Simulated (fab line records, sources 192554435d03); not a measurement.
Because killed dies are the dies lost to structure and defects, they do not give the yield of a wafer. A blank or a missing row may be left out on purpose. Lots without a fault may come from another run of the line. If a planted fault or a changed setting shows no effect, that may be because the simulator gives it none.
Which tool did it? / flow n5-finfet / 13 lots with 37 wafers sampled at 2 steps, on a route of 1938 steps

## WHAT EACH GAUGE READ, for each wafer
N5_BEOL_M5_INSPECT_58: inspects for defects (darkfield). Usual: raw-defect-count at 73, with a standard deviation of 26.
lot=L659; measured=day 8 22:19; on=defect-inspect-02; raw-defect-count=60 86 46; flag=
lot=L660; measured=day 9 04:44; on=defect-inspect-02; raw-defect-count=46 55 64; flag=
lot=L661; measured=day 9 16:38; on=defect-inspect-02; raw-defect-count=56 70 102; flag=
lot=L662; measured=day 9 16:54; on=defect-inspect-01; raw-defect-count=67 69 75; flag=
lot=L663; measured=day 9 17:17; on=defect-inspect-01; raw-defect-count=49 50; flag=
lot=L665; measured=day 10 08:07; on=defect-inspect-02; raw-defect-count=66 114; flag=
lot=L668; measured=day 11 01:16; on=defect-inspect-02; raw-defect-count=51 74 52; flag=
lot=L667; measured=day 11 03:09; on=defect-inspect-01; raw-defect-count=31 45 29; flag=
lot=L669; measured=day 11 17:14; on=defect-inspect-02; raw-defect-count=103 97 85; flag=
lot=L674; measured=day 12 16:14; on=defect-inspect-02; raw-defect-count=102 83 83; flag=
lot=L675; measured=day 12 18:52; on=defect-inspect-01; raw-defect-count=67 53 78; flag=
lot=L680; measured=day 14 10:32; on=defect-inspect-02; raw-defect-count=70 37 77; flag=
lot=L679; measured=day 14 13:00; on=defect-inspect-02; raw-defect-count=52 69 42; flag=

## TOOL THAT RAN EACH LOT (tool first, then ch and the chambers of the sampled wafers, then the start)
lot=L659; N5_BEOL_M5_SPUTTER_83=pvd-sputter-02, day 8 18:59
lot=L660; N5_BEOL_M5_SPUTTER_83=pvd-sputter-02, day 9 01:27
lot=L661; N5_BEOL_M5_SPUTTER_83=pvd-sputter-02, day 9 13:22
lot=L662; N5_BEOL_M5_SPUTTER_83=pvd-sputter-01, day 9 13:28
lot=L663; N5_BEOL_M5_SPUTTER_83=pvd-sputter-03, day 9 13:45
lot=L665; N5_BEOL_M5_SPUTTER_83=pvd-sputter-03, day 10 04:51
lot=L668; N5_BEOL_M5_SPUTTER_83=pvd-sputter-02, day 10 21:30
lot=L667; N5_BEOL_M5_SPUTTER_83=pvd-sputter-03, day 10 23:35
lot=L669; N5_BEOL_M5_SPUTTER_83=pvd-sputter-02, day 11 13:59
lot=L674; N5_BEOL_M5_SPUTTER_83=pvd-sputter-02, day 12 12:55
lot=L675; N5_BEOL_M5_SPUTTER_83=pvd-sputter-03, day 12 15:06
lot=L680; N5_BEOL_M5_SPUTTER_83=pvd-sputter-01, day 14 05:11
lot=L679; N5_BEOL_M5_SPUTTER_83=pvd-sputter-02, day 14 09:01
- N5_BEOL_M5_SPUTTER_83: material Cu, target thk 15 nm, time 27.62 s.

## WHAT THE TOOLS THEMSELVES READ (means of the sampled wafers that have a number; where no wafer has one, the mark that the record gives instead)
N5_BEOL_M5_SPUTTER_83. Usual: throttle-valve-pct at 30.1 %, with a standard deviation of 0.97.
lot=L659; tool=pvd-sputter-02; throttle-valve-pct (%)=29.7; flag=
lot=L660; tool=pvd-sputter-02; throttle-valve-pct (%)=30.3; flag=
lot=L661; tool=pvd-sputter-02; throttle-valve-pct (%)=29.9; flag=
lot=L662; tool=pvd-sputter-01; throttle-valve-pct (%)=30.5; flag=
lot=L663; tool=pvd-sputter-03; throttle-valve-pct (%)=30.4; flag=
lot=L665; tool=pvd-sputter-03; throttle-valve-pct (%)=30.1; flag=
lot=L668; tool=pvd-sputter-02; throttle-valve-pct (%)=29.9; flag=
lot=L667; tool=pvd-sputter-03; throttle-valve-pct (%)=30.2; flag=
lot=L669; tool=pvd-sputter-02; throttle-valve-pct (%)=28.8; flag=
lot=L674; tool=pvd-sputter-02; throttle-valve-pct (%)=30.2; flag=
lot=L675; tool=pvd-sputter-03; throttle-valve-pct (%)=30.4; flag=
lot=L680; tool=pvd-sputter-01; throttle-valve-pct (%)=30.7; flag=
lot=L679; tool=pvd-sputter-02; throttle-valve-pct (%)=30.9; flag=

## THE ANSWER, worked out from the rows above alone
Rule: a lot counts as off when the mean over its wafers that have a number is more than 3 standard deviations away from the usual mean. A lot without any number at a reading at which 4 lots or more have one is off too. The other lots that the step has rows for count as sound. After the gauges, taken in route order, come the tools' own readings; for these a lot's mean is taken, as printed above. The first step at which some lot is off is used, and at that step the reading that is off furthest; a lot without a number counts as furthest.
No lot is off on any of the readings shown, so nothing can be concluded from this.

## WHAT THE SIMULATOR HAD INSERTED
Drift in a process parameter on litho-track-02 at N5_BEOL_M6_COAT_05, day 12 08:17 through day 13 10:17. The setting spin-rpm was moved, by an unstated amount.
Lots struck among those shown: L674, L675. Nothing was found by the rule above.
